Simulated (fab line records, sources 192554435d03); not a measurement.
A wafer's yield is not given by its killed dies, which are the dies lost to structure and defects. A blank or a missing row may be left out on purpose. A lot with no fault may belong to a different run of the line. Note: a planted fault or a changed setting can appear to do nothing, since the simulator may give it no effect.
fab line records ; flow n5-finfet
record lots=9; wafers=27; last-day=18
route steps=1938 shown BEOL_M4@1098 BEOL_M5@1131
lots untouched by any fault: they come from a run of this same line in which no faults occurred
start-h: start of the lot's first displayed wafer, in hours after the record's first day ; wait-h: how many hours have passed since the lot's step before this one ; " as in the row above ; L1.1+2: a single row standing in for several wafers ; - no value, or no start given ; * or withheld: withheld ; < > ~ a bound
route shown NAME@n: NAME is a module with steps in the file, n the number in the route of the first one ; usual: mean/standard deviation taken from wafers without a fault ; same: alike in all rows ; chamber/n: place in a boat ; sites: the reading at each site ; _std_site: how widely they spread, as a standard deviation ; _edge_site: the outer-site mean with the inner-site mean subtracted ; radius-mm: how far each site lies from the wafer's centre ; mask NAME#n: copy n ; behind: the most recent tool/chamber to have shaped the wafer ; hold: cause of the lot's hold/its duration in hours/its outcome ; device: names the non-switching transistor (n, p or np) ; end of line: tests run on the same wafers once the route is complete ; step lacking rows: just its recipe ; killed: not the wafer's yield, but the dies lost to structure and defects at the first sort ; map: shows each die of a wafer: x if killed, . if not, _ if none is there
set.NAME: the run value of the setting; set.NAME@STEP: its run value at that earlier step ; model.NAME: the simulator's own value behind a step, which no gauge read
a sample of lots followed through the steps of the route, with each step as a table and each wafer as a row
services: the hour from which a tool's chamber was out of use, counted from the record's first day as start-h (under 0 if before that day), plus the number of hours and why
## steps
# step N5_BEOL_M4_SPUTTER_94
# recipe material=Cu; target-thk-a=45; temp-c=-20; chamber-pressure-pa=0.07; power-w=withheld; time-s=8.29
# usual chuck-gas-flow-sccm=1.26/0.052; chuck-sensor-temp-C=-15.9/0.63; throttle-valve-pct=29.8/0.79
# same time-s=8.29
lot.wafer;tool;chamber;start-h;wait-h;chuck-gas-flow-sccm;chuck-sensor-temp-C;throttle-valve-pct
L469.2;pvd-sputter-03;-;187.24;0.1;1.22;-15.9;29.2
L469.4;pvd-sputter-03;-;187.24;0.1;1.30;-15.7;29.4
L469.6;pvd-sputter-03;-;187.24;0.1;1.28;-15.8;29.1
L470.2;pvd-sputter-01;-;192.42;0.1;1.24;-15.1;30.1
L470.4;pvd-sputter-01;-;192.42;0.1;1.29;-15.5;31.3
L470.5;pvd-sputter-01;-;192.42;0.1;1.30;-15.8;31.1
L473.1;pvd-sputter-03;-;214.35;0.1;1.27;-15.9;29.7
L473.4;pvd-sputter-03;-;214.35;0.1;1.16;-16.6;30.4
L473.5;pvd-sputter-03;-;214.35;0.1;1.22;-16.5;30.6
L476.2;pvd-sputter-01;-;244.63;0.1;1.24;-15.4;30.2
L476.3;pvd-sputter-01;-;244.63;0.1;1.24;-15.5;28.1
L476.4;pvd-sputter-01;-;244.63;0.1;1.29;-15.4;31.1
L477.3;pvd-sputter-02;-;246.22;0.1;1.21;-16.3;30.2
L477.5;pvd-sputter-02;-;246.22;0.1;1.34;-17.2;29.7
L477.6;pvd-sputter-02;-;246.22;0.1;1.31;-16.5;29.9
L484.2;pvd-sputter-01;-;304.29;0.1;1.27;-15.6;28.4
L484.3;pvd-sputter-01;-;304.29;0.1;1.26;-15.5;31.0
L484.5;pvd-sputter-01;-;304.29;0.1;1.23;-15.4;29.9
L487.3;pvd-sputter-01;-;312.34;0.1;1.38;-15.5;28.5
L487.4;pvd-sputter-01;-;312.34;0.1;1.30;-15.5;29.9
L487.5;pvd-sputter-01;-;312.34;0.1;1.31;-15.4;29.9
L489.1;pvd-sputter-01;-;321.10;0.1;1.25;-15.5;31.2
L489.2;pvd-sputter-01;-;321.10;0.1;1.28;-15.4;30.0
L489.6;pvd-sputter-01;-;321.10;0.1;1.33;-15.0;30.2
L488.1;pvd-sputter-01;-;329.67;0.1;1.24;-14.9;30.1
L488.2;pvd-sputter-01;-;329.67;0.1;1.26;-15.4;31.2
L488.6;pvd-sputter-01;-;329.67;0.1;1.22;-15.5;28.0
# step N5_BEOL_M5_ETCH_61
# recipe chemistry=CF4; target=SiARC; target-depth-a=156; mask-material=CAR-EUV; time-s=26; ion-energy-ev=80; pressure-mtorr=40; source-w=545; bias-w=36; Ar_flow_sccm=100; cf4-flow-sccm=100; ends=cleared
# usual chamber-pressure-mTorr=40.00/0.038; drypump-motor-current-A=5.7/0.48; etch-rf-on-time-s=26.3/0.69; oes-product-au=0.66/0.085; rf-vpp-V=184.0/1.3; showerhead-plenum-p-Torr=2.14/0.07; throttle-valve-pct=15.53/0.27
lot.wafer;tool;chamber;start-h;wait-h;chamber-pressure-mTorr;drypump-motor-current-A;etch-rf-on-time-s;oes-product-au;rf-hours-counter-h;rf-vpp-V;showerhead-plenum-p-Torr;throttle-valve-pct
L469.2;rie-diel-02;1;192.76;0.0;40.02;6.4;26.4;0.66;129;184.1;2.08;15.78
L469.4;rie-diel-02;3;192.76;0.0;40.05;6.0;26.3;0.62;191;182.3;2.06;15.77
L469.6;rie-diel-02;3;192.76;0.0;40.01;6.0;26.6;0.62;-;184.0;2.06;15.76
L470.2;rie-diel-05;3;199.15;0.0;39.98;4.9;26.4;0.58;225;185.7;2.20;15.67
L470.4;rie-diel-05;1;199.15;0.0;39.92;5.4;25.1;0.75;-;185.4;2.26;15.36
L470.5;rie-diel-05;3;199.15;0.0;40.01;4.9;26.3;0.59;-;185.4;2.20;15.65
L473.1;rie-diel-03;0;219.57;0.0;40.01;5.1;25.2;0.62;211;185.3;2.20;15.65
L473.4;rie-diel-03;1;219.57;0.0;39.94;6.4;25.5;0.81;8;182.8;2.10;15.09
L473.5;rie-diel-03;3;219.57;0.0;39.99;5.1;26.0;0.70;-;184.9;2.18;15.42
L476.2;rie-diel-02;3;249.87;0.0;39.97;6.0;27.1;0.60;214;183.6;2.05;15.81
L476.3;rie-diel-02;1;249.87;0.0;40.01;6.4;26.6;0.64;148;182.4;2.07;15.81
L476.4;rie-diel-02;3;249.87;0.0;40.01;6.0;27.0;0.60;-;182.6;2.05;15.80
L477.3;rie-diel-02;3;250.13;0.0;39.96;6.0;27.0;0.60;214;183.2;2.05;15.80
L477.5;rie-diel-02;2;250.13;0.0;40.03;5.6;27.0;0.60;-;184.0;2.19;15.48
L477.6;rie-diel-02;1;250.13;0.0;40.00;6.4;26.5;0.64;-;182.2;2.07;15.82
L484.2;rie-diel-02;0;309.00;0.0;40.03;5.0;25.4;0.82;11;184.0;2.19;14.99
L484.3;rie-diel-02;1;309.00;0.0;40.02;6.4;26.6;0.62;166;182.8;2.07;15.85
L484.5;rie-diel-02;1;309.00;0.0;39.99;6.4;26.7;0.62;-;182.2;2.07;15.84
L487.3;rie-diel-02;1;317.06;0.0;40.01;6.4;26.7;0.63;168;183.1;2.07;15.86
L487.4;rie-diel-02;3;317.06;0.0;39.97;6.0;26.6;0.59;233;183.3;2.05;15.84
L487.5;rie-diel-02;3;317.06;0.0;40.00;6.0;33.7;0.52;-;183.3;2.05;15.83
L489.1;rie-diel-02;3;327.02;0.0;39.98;6.0;33.9;0.53;236;180.0;2.05;15.83
L489.2;rie-diel-02;2;327.02;0.0;40.00;5.6;34.4;0.52;233;184.1;2.18;15.52
L489.6;rie-diel-02;0;327.02;0.0;39.97;5.0;25.4;0.79;-;184.8;2.19;15.00
L488.1;rie-diel-05;1;336.53;0.0;40.08;5.5;25.4;0.69;97;185.1;2.25;15.45
L488.2;rie-diel-05;3;336.53;0.0;39.92;5.0;26.8;0.80;9;185.1;2.18;15.25
L488.6;rie-diel-05;1;336.53;0.0;40.00;5.5;25.6;0.69;-;184.4;2.25;15.43
# step N5_BEOL_M5_ETCH_62
# recipe chemistry=N2/H2; target=SOC; target-depth-a=750; overetch-a=150; mask-material=SiARC; temp-c=40; time-s=112.5; ion-energy-ev=200; pressure-mtorr=30; source-w=840; bias-w=150; n2-flow-sccm=200; h2-flow-sccm=200
# usual chamber-pressure-mTorr=29.996/0.027; drypump-motor-current-A=5.7/0.49; oes-product-au=0.62/0.073; rf-vpp-V=523.7/2.8; showerhead-plenum-p-Torr=2.53/0.1; temp-c=40.01/0.11; throttle-valve-pct=17.63/0.2
# same time-s=112.5
lot.wafer;tool;chamber;start-h;wait-h;chamber-pressure-mTorr;drypump-motor-current-A;oes-product-au;rf-hours-counter-h;rf-vpp-V;showerhead-plenum-p-Torr;temp-c;throttle-valve-pct
L469.2;rie-diel-02;1;192.79;0.0;29.984;6.4;0.60;129;520.9;2.43;39.97;17.80
L469.4;rie-diel-02;3;192.79;0.0;30.022;6.0;0.58;191;520.8;2.40;39.87;17.62
L469.6;rie-diel-02;3;192.79;0.0;29.998;6.0;0.58;-;519.6;2.40;39.92;17.63
L470.2;rie-diel-05;3;199.18;0.0;30.011;5.0;0.55;225;527.5;2.59;39.84;17.63
L470.4;rie-diel-05;1;199.18;0.0;30.015;5.4;0.68;-;527.6;2.69;39.85;17.41
L470.5;rie-diel-05;3;199.18;0.0;29.962;4.9;0.55;-;526.2;2.59;40.08;17.63
L473.1;rie-diel-03;0;219.60;0.0;29.962;5.1;0.57;211;525.3;2.61;39.96;17.73
L473.4;rie-diel-03;1;219.60;0.0;30.026;6.4;0.74;8;523.0;2.48;40.09;17.25
L473.5;rie-diel-03;3;219.60;0.0;29.992;5.1;0.64;-;525.8;2.58;39.94;17.66
L476.2;rie-diel-02;3;249.90;0.0;30.002;6.0;0.57;214;518.5;2.39;40.03;17.66
L476.3;rie-diel-02;1;249.90;0.0;30.013;6.4;0.60;148;520.1;2.43;40.03;17.83
L476.4;rie-diel-02;3;249.90;0.0;30.015;6.0;0.57;-;519.4;2.39;39.84;17.66
L477.3;rie-diel-02;3;250.16;0.0;30.041;6.0;0.57;214;519.0;2.39;40.12;17.66
L477.5;rie-diel-02;2;250.16;0.0;29.979;5.6;0.57;-;526.0;2.62;39.98;17.76
L477.6;rie-diel-02;1;250.16;0.0;30.021;6.5;0.60;-;522.6;2.43;40.02;17.84
L484.2;rie-diel-02;0;309.02;0.0;30.005;5.0;0.75;11;525.0;2.60;39.98;17.17
L484.3;rie-diel-02;1;309.02;0.0;29.981;6.4;0.58;166;520.8;2.42;39.94;17.86
L484.5;rie-diel-02;1;309.02;0.0;29.959;6.4;0.59;-;521.7;2.42;40.11;17.85
L487.3;rie-diel-02;1;317.09;0.0;29.998;6.4;0.59;168;520.8;2.42;40.12;17.86
L487.4;rie-diel-02;3;317.09;0.0;29.963;6.0;0.56;233;518.4;2.38;39.98;17.70
L487.5;rie-diel-02;3;317.09;0.0;30.022;6.0;0.56;-;519.5;2.38;39.89;17.70
L489.1;rie-diel-02;3;327.05;0.0;30.000;6.0;0.56;236;519.5;2.38;39.98;17.71
L489.2;rie-diel-02;2;327.05;0.0;30.025;5.6;0.56;233;524.4;2.61;40.09;17.81
L489.6;rie-diel-02;0;327.05;0.0;30.061;5.0;0.73;-;524.3;2.60;40.24;17.19
L488.1;rie-diel-05;1;336.56;0.0;29.948;5.5;0.63;97;527.3;2.67;40.13;17.49
L488.2;rie-diel-05;3;336.56;0.0;30.018;5.0;0.76;9;525.6;2.57;39.97;17.30
L488.6;rie-diel-05;1;336.56;0.0;29.999;5.5;0.63;-;526.1;2.67;40.14;17.47
# step N5_BEOL_M5_STRIP_64
# recipe chemistry=CF4; resist=SiARC; power-w=300; bias-power-w=75; pressure-mtorr=50; cf4-flow-sccm=150; rf-frequency-hz=6e+07
# usual chamber-pressure-mTorr=50.00/0.048; drypump-motor-current-A=5.7/0.49; oes-product-au=0.77/0.091; rf-vpp-V=271.1/1.7; showerhead-plenum-p-Torr=1.79/0.057; throttle-valve-pct=13.52/0.28
lot.wafer;tool;chamber;start-h;wait-h;chamber-pressure-mTorr;drypump-motor-current-A;oes-product-au;rf-hours-counter-h;rf-vpp-V;showerhead-plenum-p-Torr;throttle-valve-pct
L469.2;rie-diel-02;1;192.91;0.0;50.00;6.5;0.76;129;269.0;1.75;13.74
L469.4;rie-diel-02;3;192.91;0.0;50.10;6.0;0.73;192;268.9;1.73;13.76
L469.6;rie-diel-02;3;192.91;0.0;49.97;6.0;0.72;-;269.1;1.73;13.76
L470.2;rie-diel-05;3;199.30;0.0;50.02;4.9;0.69;225;271.0;1.84;13.65
L470.4;rie-diel-05;1;199.30;0.0;50.11;5.4;0.84;-;273.2;1.88;13.28
L470.5;rie-diel-05;3;199.30;0.0;50.01;4.9;0.69;-;271.7;1.84;13.65
L473.1;rie-diel-03;0;219.72;0.0;50.03;5.1;0.71;211;271.7;1.85;13.71
L473.4;rie-diel-03;1;219.72;0.0;49.97;6.4;0.92;8;270.6;1.76;13.02
L473.5;rie-diel-03;3;219.72;0.0;50.05;5.2;0.80;-;272.1;1.81;13.34
L476.2;rie-diel-02;3;250.02;0.0;49.99;6.0;0.71;214;267.7;1.72;13.81
L476.3;rie-diel-02;1;250.02;0.0;49.98;6.4;0.74;148;269.7;1.74;13.79
L476.4;rie-diel-02;3;250.02;0.0;50.00;6.0;0.72;-;269.8;1.72;13.79
L477.3;rie-diel-02;3;250.29;0.0;49.92;6.0;0.71;214;268.8;1.72;13.80
L477.5;rie-diel-02;2;250.29;0.0;49.99;5.6;0.71;-;272.6;1.84;13.51
L477.6;rie-diel-02;1;250.29;0.0;50.03;6.4;0.74;-;271.5;1.74;13.77
L484.2;rie-diel-02;0;309.15;0.0;49.98;5.0;0.93;11;273.1;1.84;12.97
L484.3;rie-diel-02;1;309.15;0.0;50.01;6.4;0.74;166;269.3;1.74;13.83
L484.5;rie-diel-02;1;309.15;0.0;50.07;6.4;0.73;-;270.6;1.74;13.84
L487.3;rie-diel-02;1;317.22;0.0;50.00;6.4;0.73;168;268.2;1.74;13.83
L487.4;rie-diel-02;3;317.22;0.0;49.98;6.0;0.70;233;269.3;1.72;13.86
L487.5;rie-diel-02;3;317.22;0.0;50.00;6.0;0.70;-;268.4;1.72;13.84
L489.1;rie-diel-02;3;327.17;0.0;50.03;6.0;0.71;236;268.4;1.72;13.86
L489.2;rie-diel-02;2;327.17;0.0;49.99;5.6;0.70;233;271.9;1.83;13.59
L489.6;rie-diel-02;0;327.17;0.0;50.02;5.0;0.91;-;270.1;1.84;12.99
L488.1;rie-diel-05;1;336.69;0.0;50.01;5.4;0.79;97;272.7;1.87;13.38
L488.2;rie-diel-05;3;336.69;0.0;50.07;4.9;0.94;9;271.7;1.83;13.18
L488.6;rie-diel-05;1;336.69;0.0;49.94;5.4;0.80;-;274.6;1.87;13.37
## services
tool;chamber;start-h;hours;kind
rie-diel-05;3;171.94;12.6;repair
rie-diel-05;0;184.97;-;clean
rie-diel-05;0;184.97;-;consumable-replace:focus-ring
rie-diel-05;0;184.97;23.1;scheduled-down
rie-diel-05;0;184.97;23.1;vent-cycle
rie-diel-03;0;202.03;2.2;repair
rie-diel-05;2;208.17;-;clean
rie-diel-05;2;208.17;-;consumable-replace:esc
rie-diel-05;2;208.17;-;consumable-replace:focus-ring
rie-diel-05;2;208.17;-;consumable-replace:showerhead
rie-diel-05;2;208.17;32.3;scheduled-down
rie-diel-05;2;208.17;32.3;vent-cycle
rie-diel-02;1;229.90;7.5;repair
rie-diel-02;0;237.40;-;clean
rie-diel-02;0;237.40;-;consumable-replace:focus-ring
rie-diel-02;0;237.40;18.5;scheduled-down
rie-diel-02;0;237.40;18.5;vent-cycle
rie-diel-03;-;240.30;14.6;pm
rie-diel-05;3;269.26;-;clean
rie-diel-05;1;270.40;3.0;repair
rie-diel-02;0;274.42;7.1;repair
rie-diel-05;1;330.57;3.3;repair
rie-diel-03;2;333.39;19.1;repair
rie-diel-05;-;333.75;0.4;repair
## key
first-sign step=N5_BEOL_M5_ETCH_61; reading=etch-rf-on-time-s; direction=up; sigmas=11; usual=*; struck=*
effect none on later readings
met-at N5_BEOL_M5_ETCH_61
struck-lots L487,L489
struck-wafers L487.5,L489.1,L489.2
not-acting-at N5_BEOL_M4_SPUTTER_94,N5_BEOL_M5_ETCH_62,N5_BEOL_M5_STRIP_64
onset-between 309.00 317.06
fault kind=process-parameter-drift; tool=rie-diel-02; chamber=-; onset-h=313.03; steps=N5_BEOL_M5_ETCH_61; channel=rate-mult; offset=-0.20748; shape=step; end-h=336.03; scope=struck-wafers-only
